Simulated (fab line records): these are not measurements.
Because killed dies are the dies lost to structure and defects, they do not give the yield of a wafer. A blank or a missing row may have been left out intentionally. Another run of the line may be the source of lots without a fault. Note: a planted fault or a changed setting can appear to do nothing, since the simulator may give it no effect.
fab line records | flow n5-finfet
record lots=5 | wafers=15 | last-day=18
route steps=1938 shown FIN_SAQP@108 BEOL_M4@1111 PASSIVATION@1936
lots that met no fault: from a run of the same line without faults
start-h: the number of hours between the record's first day and the start of the first shown wafer of the lot | wait-h: hours from the lot's prior step to this one | " identical to the entry in the row above | L1.1+2: several wafers, shown together as one row | - value missing, or start not given | * or withheld: withheld | < > ~ a bound
route shown NAME@n: NAME is a module with steps in the file, n the number in the route of the first one | usual: mean and standard deviation over wafers with no fault | same: alike in all rows | chamber/n: place in a boat | sites: each site's reading | _std_site: how widely they spread, as a standard deviation | _edge_site: the outer-site mean with the inner-site mean subtracted | radius-mm: how far each site lies from the wafer's centre | mask NAME#n: copy n | behind: the last tool/chamber to shape the wafer | hold: the reason the lot was held/the length of the hold in hours/how it ended | device: transistor that didn't switch, given as n, p or np | end of line: at the end of the route, the tests of the same wafers | step lacking rows: just its recipe | killed: not the wafer's yield, but the dies lost to structure and defects at the first sort | map: a wafer's dies, marking killed ones x, the rest . and places with no die _
set.NAME: setting as actually run; set.NAME@STEP: the setting as run at that earlier step | model.NAME: the simulator's own value behind a step, which no gauge read
lots at selected steps of the route; one table per step, one row per wafer
services: from which hour (start-h, from the record's first day; less than 0 if before it) a tool's chamber was out of use, for how many hours, and why
## steps
# step N5_FIN_SAQP_EXPOSE_13
# recipe mask-id=FIN_CORE | na=1.35 | source-shape=dipole | sigma-inner=0.538 | sigma-outer=0.738 | polarization=te | target-cd-nm=35.6 | dose-mj=63.25
# step N5_FIN_SAQP_PEB_14
# recipe peb-temp-c=withheld | peb-time-s=60 | resist=CAR-ArF
# step N5_FIN_SAQP_DEVELOP_15
# recipe develop-time-s=30 | developer=TMAH | resist=CAR-ArF | dev-temp-c=23 | rinse-liquid=diw | dry=air-spin
# step N5_FIN_SAQP_DESCUM_21
# recipe chemistry=O2 | time-s=7.9 | source-power-w=50 | bias-power-w=20 | pressure-mtorr=20 | rf-frequency-hz=2.712e+07 | temp-c=40 | resist=CAR-ArF | o2-flow-sccm=225
# step N5_FIN_SAQP_ETCH_51
# recipe chemistry=CF4 | target=SiARC | target-depth-a=455 | mask-material=CAR-ArF | time-s=75.8 | ion-energy-ev=80 | pressure-mtorr=40 | source-w=545 | bias-w=36 | Ar_flow_sccm=100 | cf4-flow-sccm=100 | ends=cleared
# step N5_FIN_SAQP_ETCH_52
# recipe chemistry=N2/H2 | target=SOC | target-depth-a=1000 | overetch-a=200 | mask-material=SiARC | temp-c=40 | time-s=150 | ion-energy-ev=200 | pressure-mtorr=30 | source-w=840 | bias-w=150 | n2-flow-sccm=200 | h2-flow-sccm=200 | ends=end-point
# step N5_FIN_SAQP_STRIP_53
# recipe chemistry=N2/H2 | temp-c=40 | n2-flow-sccm=200 | h2-flow-sccm=200 | rf-frequency-hz=6e+07
# step N5_FIN_SAQP_HM_OPEN_73
# recipe chemistry=CHF3/O2 | target=SiO2 | stop-on=a-Si | target-depth-a=120 | over-etch-frac=1.8 | mask-material=SOC | time-s=16.8 | pressure-mtorr=30 | source-w=650 | bias-w=170 | Ar_flow_sccm=200 | CHF3_flow_sccm=50 | O2_flow_sccm=5 | ion-energy-ev=200 | ends=end-point
# step N5_FIN_SAQP_STRIP_74
# recipe chemistry=CHF3/O2 | resist=SiARC | rf-frequency-hz=6e+07
# step N5_FIN_SAQP_MANDREL_ETCH_22
# recipe target-depth-a=600 | chemistry=HBr/Cl2 | target=a-Si | stop-on=SiNx | bt-time-s=10 | over-etch-frac=0.5 | time-s=30 | pressure-mtorr=10 | icp-w=800 | bias-w=75 | HBr_flow_sccm=150 | Cl2_flow_sccm=80 | ends=end-point
# usual HBr_flow_sccm=150.1/0.44 | bias-w=75.00/0.22 | bt-time-s=10/0 | drypump-motor-current-A=5.5/0.41 | oes-product-au=0.773/0.018 | throttle-valve-pct=35.36/0.24
lot.wafer | tool      | chamber | start-h | wait-h | HBr_flow_sccm | bias-w | bt-time-s | drypump-motor-current-A | oes-product-au | rf-hours-counter-h | throttle-valve-pct | model.SOC_of_FIN_SAQP_COAT_49.thk-nm
L302.1    | rie-si-03 | 0       | 39.61   | 0.0    | 149.5         | 74.90  | 10        | 5.0                     | 0.792          | 51                 | 35.49              | 76.54
L302.3    | "         | 3       | "       | "      | 150.6         | 74.82  | 10        | 5.3                     | 0.797          | 112                | 35.18              | 76.06
L302.4    | "         | 1       | "       | "      | 150.6         | 74.76  | 10        | 5.7                     | 0.792          | 179                | 35.06              | 76.68
L313.2    | rie-si-01 | 2       | 105.86  | 0.0    | -             | -      | -         | -                       | -              | -                  | -                  | 99.76
L313.3    | "         | 3       | "       | "      | -             | -      | -         | -                       | -              | -                  | -                  | 99.8
L313.4    | "         | 1       | "       | "      | -             | -      | -         | -                       | -              | -                  | -                  | 99.88
L314.1    | rie-si-01 | 3       | 112.36  | 0.0    | -             | -      | -         | -                       | -              | -                  | -                  | 99.89
L314.3    | "         | 1       | "       | "      | -             | -      | -         | -                       | -              | -                  | -                  | 100.1
L314.4    | "         | 2       | "       | "      | -             | -      | -         | -                       | -              | -                  | -                  | 99.84
L315.2    | rie-si-03 | 1       | 119.66  | 0.0    | -             | -      | -         | -                       | -              | -                  | -                  | 99.96
L315.5    | "         | 1       | "       | "      | -             | -      | -         | -                       | -              | -                  | -                  | 99.94
L315.6    | "         | 0       | "       | "      | -             | -      | -         | -                       | -              | -                  | -                  | 99.83
L322.1    | rie-si-03 | 2       | 160.06  | 0.0    | 150.8         | 75.30  | 10        | 5.3                     | 0.754          | 8                  | 35.73              | 76.62
L322.4    | "         | 3       | "       | "      | 150.0         | 75.54  | 10        | 5.3                     | 0.796          | 114                | 35.21              | 75.63
L322.6    | "         | 1       | "       | "      | 150.1         | 75.01  | 10        | 5.7                     | 0.789          | -                  | 35.06              | 76.73
# step N5_FIN_SAQP_STRIP_55
# recipe chemistry=N2/H2 | power-w=500 | temp-c=40 | pressure-mtorr=50 | rf-frequency-hz=6e+07 | overash-fraction=0.3 | bias-power-w=28 | h2-frac=0.5 | n2-flow-sccm=300 | h2-flow-sccm=300
# step N5_FIN_SAQP_STRIP_23
# recipe chemistry=SPM | time-s=750 | temp-c=130 | h2so4-h2o2-vol-ratio=4
# step N5_FIN_SAQP_SRD_66
# recipe dry=ipa-marangoni | time-s=30 | temp-c=23 | rinse-liquid=diw
# step N5_FIN_SAQP_RECESS_75
# recipe chemistry=HF/NH3 | target=SiO2 | target-depth-a=144 | afs-cycles=3 | temp-c=30 | sublimation-temp-c=180 | sublimation-time-s=60
# step N5_FIN_SAQP_SPACER1_ALD_24
# recipe material=SiO2 | target-thk-a=203 | temp-c=300 | ald-precursor-family=BDEAS | ald-co-reactant=O2-plasma | pulse-time-s=1 | purge-time-s=2 | co-reactant-purge-time-s=2 | ald-cycles=218 | pressure-torr=2
# step N5_FIN_SAQP_SPACER1_ETCHBACK_25
# recipe chemistry=CHF3/O2 | mode=anisotropic-etchback | target=SiO2 | target-depth-a=244 | time-s=12.2 | pressure-mtorr=30 | source-w=650 | bias-w=170 | Ar_flow_sccm=200 | CHF3_flow_sccm=50 | O2_flow_sccm=5 | ion-energy-ev=200
# usual drypump-motor-current-A=5.7/0.41 | oes-product-au=0.75/0.068 | rf-vpp-V=526/7.4 | showerhead-plenum-p-Torr=2.41/0.084 | throttle-valve-pct=19.00/0.24
lot.wafer | tool        | chamber | start-h | wait-h | drypump-motor-current-A | oes-product-au | rf-hours-counter-h | rf-vpp-V | showerhead-plenum-p-Torr | throttle-valve-pct
L302.1    | rie-diel-06 | 0       | 41.70   | 0.5    | 6.5                     | 0.81           | 87                 | 534      | 2.34                     | 18.81
L302.3    | "           | 3       | "       | "      | 5.5                     | 0.67           | 232                | 523      | 2.38                     | 19.45
L302.4    | "           | 2       | "       | "      | 5.3                     | 0.71           | 208                | 536      | 2.47                     | 18.93
L313.2    | rie-diel-03 | 3       | 107.63  | 0.5    | 6.6                     | 0.32           | 49                 | 534      | 2.55                     | 18.57
L313.3    | "           | 0       | "       | "      | 5.4                     | 0.29           | 158                | 526      | 2.32                     | 18.79
L313.4    | "           | 2       | "       | "      | 5.7                     | 0.26           | 246                | 522      | 2.29                     | 19.24
L314.1    | rie-diel-06 | 1       | 113.89  | 0.4    | 5.4                     | 0.26           | 247                | 515      | 2.36                     | 18.71
L314.3    | "           | 0       | "       | "      | 6.5                     | 0.30           | 106                | 534      | 2.33                     | 18.72
L314.4    | "           | 0       | "       | "      | 6.5                     | 0.30           | -                  | 533      | 2.33                     | 18.74
L315.2    | rie-diel-06 | 0       | 121.77  | 0.4    | 6.5                     | 0.30           | 109                | 535      | 2.33                     | 18.74
L315.5    | "           | 2       | "       | "      | 5.4                     | 0.26           | -                  | 535      | 2.46                     | 18.85
L315.6    | "           | 0       | "       | "      | 6.5                     | 0.30           | -                  | 535      | 2.33                     | 18.74
L322.1    | rie-diel-01 | 1       | 161.90  | 0.4    | 5.3                     | 0.72           | 209                | 520      | 2.30                     | 19.41
L322.4    | "           | 2       | "       | "      | 5.8                     | 0.71           | 196                | 513      | 2.39                     | 19.05
L322.6    | "           | 2       | "       | "      | 5.8                     | 0.69           | -                  | 512      | 2.39                     | 19.04
# step N5_FIN_SAQP_MANDREL1_REMOVE_56
# recipe chemistry=HBr/Cl2/O2 | bt-time-s=10 | target=a-Si | stop-on=SiNx | endpoint=OES-SiCl | over-etch-frac=1 | icp-w=600 | bias-w=22 | HBr_flow_sccm=150 | Cl2_flow_sccm=80 | O2_flow_sccm=5 | pressure-mtorr=10
# step N5_FIN_SAQP_CD_MEAS_27
# recipe target-cd-nm=20 | landing-energy-ev=1000 | detector=se-inlens | polarity=line
# usual cd-nm=20.36/0.23
lot.wafer | tool      | chamber | start-h | wait-h | cd-nm
L302.1    | cd-sem-02 | 0       | 41.89   | 0.1    | 20.76
L302.3    | "         | 0       | "       | "      | 20.44
L302.4    | "         | 0       | "       | "      | 20.20
L313.2    | cd-sem-02 | 0       | 107.83  | 0.1    | -
L313.3    | "         | 0       | "       | "      | -
L313.4    | "         | 0       | "       | "      | -
L314.1    | cd-sem-02 | 0       | 114.08  | 0.1    | -
L314.3    | "         | 0       | "       | "      | -
L314.4    | "         | 0       | "       | "      | -
L315.2    | cd-sem-03 | 0       | 121.97  | 0.1    | -
L315.5    | "         | 0       | "       | "      | -
L315.6    | "         | 0       | "       | "      | -
L322.1    | cd-sem-01 | 0       | 162.10  | 0.1    | 20.63
L322.4    | "         | 0       | "       | "      | 20.65
L322.6    | "         | 0       | "       | "      | 20.61
# step N5_FIN_SAQP_ETCH_57
# recipe chemistry=CH3F/O2 | target=SiNx | mask-material=SiO2 | target-depth-a=325 | time-s=46.4 | pressure-mtorr=30 | source-w=395 | bias-w=73 | Ar_flow_sccm=150 | CH3F_flow_sccm=30 | O2_flow_sccm=20 | ion-energy-ev=120 | ends=cleared
# step N5_BEOL_M4_RC_MEAS_101
# usual DIBL_N=36.4/1.6 | DIBL_P=36.2/1.8 | IOFF_N=0.159/0.029 | IOFF_P=0.21/0.034 | ION_N=670/12 | ION_P=459/8.2 | SS_N=71.5/0.59 | SS_P=73.2/0.54 | VT_N=250/3.3 | VT_P=-250/3.7
lot.wafer | tool      | chamber | start-h | wait-h | DIBL_N[mV/V] | DIBL_P[mV/V] | IOFF_N[nA/um] | IOFF_P[nA/um] | ION_N[uA/um] | ION_P[uA/um] | SS_N[mV/dec] | SS_P[mV/dec] | VT_N[mV] | VT_P[mV]
L302.1    | prober-02 | 0       | 208.98  | 0.0    | 39.1         | 38.0         | 0.234         | 0.29          | 694          | 471          | 72.2         | 73.9         | 244      | -245
L302.3    | "         | 0       | "       | "      | 38.6         | 36.9         | 0.235         | 0.27          | 696          | 471          | 71.9         | 73.0         | 241      | -244
L302.4    | "         | 0       | "       | "      | 37.9         | 36.4         | 0.209         | 0.25          | 691          | 466          | 72.2         | 73.7         | 244      | -244
L322.1    | prober-02 | 0       | 335.18  | 0.0    | 34.1         | 35.5         | 0.141         | 0.23          | 670          | 476          | 71.9         | 73.0         | 250      | -247
L322.4    | "         | 0       | "       | "      | 35.7         | 37.1         | 0.160         | 0.26          | 663          | 464          | 71.1         | 73.7         | 249      | -245
L322.6    | "         | 0       | "       | "      | 38.0         | 39.3         | 0.218         | 0.31          | 701          | 481          | 71.8         | 74.1         | 245      | -240
# step N5_PASSIVATION_PROBE_49
# usual defect-limited-yield=91.1/1.5 | killed_at_M0_to_M3=33/9.9 | killed_at_M4_up=14/5.2 | killed-at-contacts=12/6.7 | killed-at-front-end=43/13 | killed-at-other=3.4/2.7 | killed-dies=105/17 | killed-on-rim=14/4.2 | killed-open=69/13 | killed-short=33/7.5 | sort_bin_5_function=5.2/0.91 | sort_bin_6_memory=3.3/0.71 | sort-n-pass=1075/17 | sort-yield-pct=91.1/1.5
# same gross-dies=1180 | killed-at-back-side=0 | sort_bin_4_leakage[%]=0 | sort_bin_8_speed[%]=0
lot.wafer | tool      | chamber | start-h | wait-h | defect-limited-yield[%] | killed_at_M0_to_M3 | killed_at_M4_up | killed-at-contacts | killed-at-front-end | killed-at-other | killed-dies | killed-on-rim | killed-open | killed-short | sort_bin_5_function[%] | sort_bin_6_memory[%] | sort-n-pass | sort-yield-pct[%]
L313.2    | prober-02 | -       | 360.28  | 0.1    | 0                       | 40                 | 9               | 17                 | 1112                | 2               | 1180        | 152           | 62          | 33           | 96.7                   | 3.0                  | 0           | 0
L313.3    | prober-02 | -       | 360.33  | 0.1    | 0                       | 38                 | 15              | 17                 | 1109                | 1               | 1180        | 152           | 67          | 31           | 96.5                   | 2.8                  | 0           | 0
L313.4    | prober-02 | -       | 360.38  | 0.2    | 0                       | 35                 | 8               | 9                  | 1118                | 10              | 1180        | 152           | 49          | 42           | 96.7                   | 3.0                  | 0           | 0
L314.1    | prober-01 | -       | 384.00  | 0.8    | 0                       | 32                 | 9               | 6                  | 1122                | 11              | 1180        | 152           | 60          | 28           | 97.5                   | 2.5                  | 0           | 0
L314.3    | prober-01 | -       | 384.10  | 0.9    | 0                       | 33                 | 7               | 6                  | 1133                | 1               | 1180        | 152           | 58          | 24           | 97.2                   | 2.6                  | 0           | 0
L314.4    | prober-01 | -       | 384.15  | 0.9    | 0                       | 17                 | 16              | 3                  | 1142                | 2               | 1180        | 152           | 57          | 22           | 97.3                   | 2.1                  | 0           | 0
L315.2    | prober-01 | -       | 396.86  | 0.1    | 0                       | 20                 | 17              | 10                 | 1131                | 2               | 1180        | 152           | 48          | 23           | 98.1                   | 1.9                  | 0           | 0
L315.5    | prober-01 | -       | 397.01  | 0.2    | 0                       | 53                 | 15              | 14                 | 1092                | 6               | 1180        | 152           | 88          | 41           | 95.8                   | 3.9                  | 0           | 0
L315.6    | prober-01 | -       | 397.06  | 0.3    | 0                       | 36                 | 16              | 15                 | 1110                | 3               | 1180        | 152           | 54          | 36           | 96.5                   | 3.0                  | 0           | 0
# killed by level:class
L313.2 FIN_SAQP:area-etch=1084 MOL_CONTACT_COAG:geometric-particle:open=16 BEOL_M2:geometric-particle:open=15 FIN_SAQP:geometric-particle:short=9 BEOL_M3:geometric-particle:open=6 BEOL_M0_SAQP:geometric-particle:short=5 BEOL_M0_SAQP:geometric-particle:open=5 BEOL_M4:geometric-particle:short=5
L313.3 FIN_SAQP:area-etch=1081 MOL_CONTACT_COAG:geometric-particle:open=14 BEOL_M0_SAQP:geometric-particle:open=14 BEOL_M0_SAQP:geometric-particle:short=10 BEOL_M4:geometric-particle:open=9 BEOL_M2:geometric-particle:open=7 STI_FIN_REVEAL:geometric-particle:open=6 FIN_SAQP:geometric-particle:short=4
L313.4 FIN_SAQP:area-etch=1087 BEOL_M0_SAQP:geometric-particle:short=10 BEOL_M1:geometric-particle:open=9 FIN_SAQP:geometric-particle:short=8 MOL_CONTACT_COAG:geometric-particle:open=7 STI_FIN_REVEAL:geometric-particle:open=5 BEOL_M0_SAQP:geometric-particle:open=5 BEOL_M2:geometric-particle:open=5
L314.1 FIN_SAQP:area-etch=1092 BEOL_M2:geometric-particle:open=7 BEOL_M3:geometric-particle:open=7 GATE_CUT:geometric-particle:short=6 MOL_CONTACT_COAG:geometric-particle:open=6 FIN_SAQP:geometric-particle:open=5 BEOL_M0_SAQP:geometric-particle:open=5 PAD_METAL:geometric-particle:short=5
L314.3 FIN_SAQP:area-etch=1096 STI_FIN_REVEAL:geometric-particle:open=7 BEOL_M1:geometric-particle:open=6 BEOL_M2:geometric-particle:open=6 FIN_SAQP:geometric-particle:open=5 FIN_SAQP:geometric-particle:short=5 GATE_CUT:geometric-particle:open=5 MOL_CONTACT_COAG:geometric-particle:open=5
L314.4 FIN_SAQP:area-etch=1101 STI_FIN_REVEAL:geometric-particle:open=7 FIN_SAQP:geometric-particle:open=6 FIN_SAQP:geometric-particle:short=5 GATE_CUT:geometric-particle:short=5 BEOL_M2:geometric-particle:open=5 BEOL_M4:geometric-particle:open=5 BEOL_M0:geometric-particle:open=4
L315.2 FIN_SAQP:area-etch=1108 STI_FIN_REVEAL:geometric-particle:open=9 MOL_CONTACT_COAG:geometric-particle:open=9 BEOL_M4:geometric-particle:open=8 BEOL_M0_SAQP:geometric-particle:open=6 FIN_SAQP:geometric-particle:short=3 FIN_SAQP:geometric-particle:open=3 BEOL_M0_SAQP:geometric-particle:short=3
L315.5 FIN_SAQP:area-etch=1049 FIN_SAQP:geometric-particle:open=17 BEOL_M0_SAQP:geometric-particle:short=14 BEOL_M0_SAQP:geometric-particle:open=12 MOL_CONTACT_COAG:geometric-particle:open=10 BEOL_M3:geometric-particle:open=9 BEOL_M1:geometric-particle:open=8 FIN_SAQP:geometric-particle:short=7
L315.6 FIN_SAQP:area-etch=1089 MOL_CONTACT_COAG:geometric-particle:open=13 BEOL_M0_SAQP:geometric-particle:short=13 BEOL_M0_SAQP:geometric-particle:open=12 FIN_SAQP:geometric-particle:short=8 BEOL_M4:geometric-particle:open=7 BEOL_M1:geometric-particle:open=5 BEOL_M8:geometric-particle:open=3
# map L313.2 (x killed, . not)
_________________xxxxxxxxxxxx________________
______________xxxxxxxxxxxxxxxxxx_____________
___________xxxxxxxxxxxxxxxxxxxxxxxx__________
__________xxxxxxxxxxxxxxxxxxxxxxxxxx_________
________xxxxxxxxxxxxxxxxxxxxxxxxxxxxxx_______
_______xxxxxxxxxxxxxxxxxxxxxxxxxxxxxxxx______
______xxxxxxxxxxxxxxxxxxxxxxxxxxxxxxxxxx_____
_____xxxxxxxxxxxxxxxxxxxxxxxxxxxxxxxxxxxx____
____xxxxxxxxxxxxxxxxxxxxxxxxxxxxxxxxxxxxxx___
___xxxxxxxxxxxxxxxxxxxxxxxxxxxxxxxxxxxxxxxx__
___xxxxxxxxxxxxxxxxxxxxxxxxxxxxxxxxxxxxxxxx__
__xxxxxxxxxxxxxxxxxxxxxxxxxxxxxxxxxxxxxxxxxx_
__xxxxxxxxxxxxxxxxxxxxxxxxxxxxxxxxxxxxxxxxxx_
_xxxxxxxxxxxxxxxxxxxxxxxxxxxxxxxxxxxxxxxxxxxx
_xxxxxxxxxxxxxxxxxxxxxxxxxxxxxxxxxxxxxxxxxxxx
_xxxxxxxxxxxxxxxxxxxxxxxxxxxxxxxxxxxxxxxxxxxx
_xxxxxxxxxxxxxxxxxxxxxxxxxxxxxxxxxxxxxxxxxxxx
_xxxxxxxxxxxxxxxxxxxxxxxxxxxxxxxxxxxxxxxxxxxx
_xxxxxxxxxxxxxxxxxxxxxxxxxxxxxxxxxxxxxxxxxxxx
_xxxxxxxxxxxxxxxxxxxxxxxxxxxxxxxxxxxxxxxxxxxx
_xxxxxxxxxxxxxxxxxxxxxxxxxxxxxxxxxxxxxxxxxxxx
__xxxxxxxxxxxxxxxxxxxxxxxxxxxxxxxxxxxxxxxxxx_
__xxxxxxxxxxxxxxxxxxxxxxxxxxxxxxxxxxxxxxxxxx_
___xxxxxxxxxxxxxxxxxxxxxxxxxxxxxxxxxxxxxxxx__
___xxxxxxxxxxxxxxxxxxxxxxxxxxxxxxxxxxxxxxxx__
____xxxxxxxxxxxxxxxxxxxxxxxxxxxxxxxxxxxxxx___
_____xxxxxxxxxxxxxxxxxxxxxxxxxxxxxxxxxxxx____
______xxxxxxxxxxxxxxxxxxxxxxxxxxxxxxxxxx_____
_______xxxxxxxxxxxxxxxxxxxxxxxxxxxxxxxx______
________xxxxxxxxxxxxxxxxxxxxxxxxxxxxxx_______
__________xxxxxxxxxxxxxxxxxxxxxxxxxx_________
___________xxxxxxxxxxxxxxxxxxxxxxxx__________
______________xxxxxxxxxxxxxxxxxx_____________
_________________xxxxxxxxxxxx________________
# map L314.1 (x killed, . not)
_________________xxxxxxxxxxxx________________
______________xxxxxxxxxxxxxxxxxx_____________
___________xxxxxxxxxxxxxxxxxxxxxxxx__________
__________xxxxxxxxxxxxxxxxxxxxxxxxxx_________
________xxxxxxxxxxxxxxxxxxxxxxxxxxxxxx_______
_______xxxxxxxxxxxxxxxxxxxxxxxxxxxxxxxx______
______xxxxxxxxxxxxxxxxxxxxxxxxxxxxxxxxxx_____
_____xxxxxxxxxxxxxxxxxxxxxxxxxxxxxxxxxxxx____
____xxxxxxxxxxxxxxxxxxxxxxxxxxxxxxxxxxxxxx___
___xxxxxxxxxxxxxxxxxxxxxxxxxxxxxxxxxxxxxxxx__
___xxxxxxxxxxxxxxxxxxxxxxxxxxxxxxxxxxxxxxxx__
__xxxxxxxxxxxxxxxxxxxxxxxxxxxxxxxxxxxxxxxxxx_
__xxxxxxxxxxxxxxxxxxxxxxxxxxxxxxxxxxxxxxxxxx_
_xxxxxxxxxxxxxxxxxxxxxxxxxxxxxxxxxxxxxxxxxxxx
_xxxxxxxxxxxxxxxxxxxxxxxxxxxxxxxxxxxxxxxxxxxx
_xxxxxxxxxxxxxxxxxxxxxxxxxxxxxxxxxxxxxxxxxxxx
_xxxxxxxxxxxxxxxxxxxxxxxxxxxxxxxxxxxxxxxxxxxx
_xxxxxxxxxxxxxxxxxxxxxxxxxxxxxxxxxxxxxxxxxxxx
_xxxxxxxxxxxxxxxxxxxxxxxxxxxxxxxxxxxxxxxxxxxx
_xxxxxxxxxxxxxxxxxxxxxxxxxxxxxxxxxxxxxxxxxxxx
_xxxxxxxxxxxxxxxxxxxxxxxxxxxxxxxxxxxxxxxxxxxx
__xxxxxxxxxxxxxxxxxxxxxxxxxxxxxxxxxxxxxxxxxx_
__xxxxxxxxxxxxxxxxxxxxxxxxxxxxxxxxxxxxxxxxxx_
___xxxxxxxxxxxxxxxxxxxxxxxxxxxxxxxxxxxxxxxx__
___xxxxxxxxxxxxxxxxxxxxxxxxxxxxxxxxxxxxxxxx__
____xxxxxxxxxxxxxxxxxxxxxxxxxxxxxxxxxxxxxx___
_____xxxxxxxxxxxxxxxxxxxxxxxxxxxxxxxxxxxx____
______xxxxxxxxxxxxxxxxxxxxxxxxxxxxxxxxxx_____
_______xxxxxxxxxxxxxxxxxxxxxxxxxxxxxxxx______
________xxxxxxxxxxxxxxxxxxxxxxxxxxxxxx_______
__________xxxxxxxxxxxxxxxxxxxxxxxxxx_________
___________xxxxxxxxxxxxxxxxxxxxxxxx__________
______________xxxxxxxxxxxxxxxxxx_____________
_________________xxxxxxxxxxxx________________
## services
tool        | chamber | start-h | hours | kind
rie-si-01   | 0       | 16.50   | 6.5   | repair
rie-diel-03 | 3       | 33.53   | 33.0  | repair
rie-diel-01 | 1       | 95.89   | 7.1   | repair
rie-diel-06 | 3       | 104.22  | -     | clean
rie-diel-06 | 3       | 104.22  | -     | consumable-replace:focus-ring
rie-diel-06 | 3       | 104.22  | 26.0  | scheduled-down
rie-diel-06 | 3       | 104.22  | 26.0  | vent-cycle
rie-diel-06 | -       | 127.09  | 0.4   | repair
rie-diel-03 | 2       | 127.13  | -     | clean
rie-diel-03 | 2       | 127.13  | -     | consumable-replace:focus-ring
rie-diel-03 | 2       | 127.13  | -     | consumable-replace:showerhead
rie-diel-03 | 2       | 127.13  | 11.0  | scheduled-down
rie-diel-03 | 2       | 127.13  | 11.0  | vent-cycle
rie-diel-06 | 1       | 130.24  | -     | clean
rie-diel-06 | 1       | 130.24  | -     | consumable-replace:focus-ring
rie-diel-06 | 1       | 130.24  | 18.3  | scheduled-down
rie-diel-06 | 1       | 130.24  | 18.3  | vent-cycle
rie-si-03   | 1       | 130.58  | 2.0   | repair
## key
first-sign step=N5_FIN_SAQP_MANDREL_ETCH_22 | reading=tool-record | direction=missing
effect step=N5_FIN_SAQP_SPACER1_ETCHBACK_25 | reading=oes-product-au | direction=down | sigmas=6.7 | usual=0.75 | struck=0.29
effect step=N5_FIN_SAQP_CD_MEAS_27 | reading=cd-nm | direction=missing
effect step=N5_PASSIVATION_PROBE_49 | reading=sort_bin_5_function | direction=up | sigmas=99+ | usual=5.2 | struck=96.9
model-effect step=N5_FIN_SAQP_MANDREL_ETCH_22 | value=SOC_of_FIN_SAQP_COAT_49.thk-nm | without=76.32 | struck=99.88
more-kills-born-at N5_FIN_SAQP_MANDREL_ETCH_22@rie-si-01=6541 | N5_FIN_SAQP_MANDREL_ETCH_22@rie-si-03=3246
met-at N5_FIN_SAQP_MANDREL_ETCH_22
struck-wafers L313.2,L313.3,L313.4,L314.1,L314.3,L314.4,L315.2,L315.5,L315.6
later-rows-left-out L313.2,L313.3,L313.4,L314.1,L314.3,L314.4,L315.2,L315.5,L315.6
onset-between 39.61 105.86
fault kind=skipped-step-whole | tool=rie-si-01,rie-si-03 | chamber=- | onset-h=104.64 | steps=N5_FIN_SAQP_MANDREL_ETCH_22 | scope=struck-lots-only
# later-rows-left-out: the simulator's readings of these wafers behind a module that went badly wrong aren't trusted and aren't shown, but for the sort
